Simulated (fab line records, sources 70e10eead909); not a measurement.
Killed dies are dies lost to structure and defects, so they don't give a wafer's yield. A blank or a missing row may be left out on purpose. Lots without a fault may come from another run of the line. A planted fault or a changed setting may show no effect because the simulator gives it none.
Which tool did it? | flow nand_harc | 13 lots, 39 wafers sampled, at 1 step of a route of 1302

WHAT THE GAUGES READ, wafer by wafer
NHARC_P_GATE_CD_MEAS_46: target cd 720 nm.
lot  | measured     | on        | cd_nm (nm)
L933 | day 5 07:01  | cd_sem-01 | 720.4 721.4 719.3
L934 | day 6 04:34  | cd_sem-01 | 721.1 720.3 719.2
L935 | day 6 12:29  | cd_sem-03 | 720.1 719.8 725.7
L936 | day 6 19:49  | cd_sem-01 | 718.7 722.8 720.3
L937 | day 7 04:44  | cd_sem-01 | 721.0 723.8 720.8
L938 | day 7 18:33  | cd_sem-02 | 716.6 718.9 717.8
L939 | day 7 21:19  | cd_sem-02 | 719.9 716.9 718.9
L942 | day 9 09:19  | cd_sem-03 | 721.1 721.9 723.3
L943 | day 9 19:49  | cd_sem-01 | 719.8 722.1 720.5
L944 | day 10 04:32 | cd_sem-03 | 719.2 723.8 722.2
L946 | day 10 22:53 | cd_sem-02 | 723.0 719.1 723.6
L953 | day 13 16:22 | cd_sem-02 | 720.7 722.9 724.1
L956 | day 15 06:16 | cd_sem-01 | 721.4 721.8 719.9

WHICH TOOL RAN EACH LOT (tool, then ch and the chambers of the sampled wafers, then the start)
The record holds no process step before these readings.

WHAT THE TOOLS THEMSELVES READ (means of the sampled wafers that have a number; where no wafer has one, the mark that the record gives instead)
The record holds no such reading with a usual standard deviation.

THE ANSWER, worked out from the rows above alone
Rule: what is usual is taken from the lots themselves. Put in order of their means at a reading, lots are off if they are a third of the lots or fewer, leave a main group of 4 or more, and stand apart from it by a gap of 3 or more times the standard deviation of the main group's means; of several such gaps the widest counts. A main group whose means are all the same, to the digits that the tables above print for the reading, isn't used. A lot without any number at a reading at which 4 lots or more have one is off too. The other lots that the step has rows for count as sound. The gauges are gone through in route order, then the tools' own readings, and for those a lot's mean is taken as printed above. The first step at which some lot is off is used, and at that step the reading that is off furthest; a lot without a number counts as furthest.
No lot is off at any reading shown: from this, nothing can be told.

WHAT THE SIMULATOR HAD PUT IN
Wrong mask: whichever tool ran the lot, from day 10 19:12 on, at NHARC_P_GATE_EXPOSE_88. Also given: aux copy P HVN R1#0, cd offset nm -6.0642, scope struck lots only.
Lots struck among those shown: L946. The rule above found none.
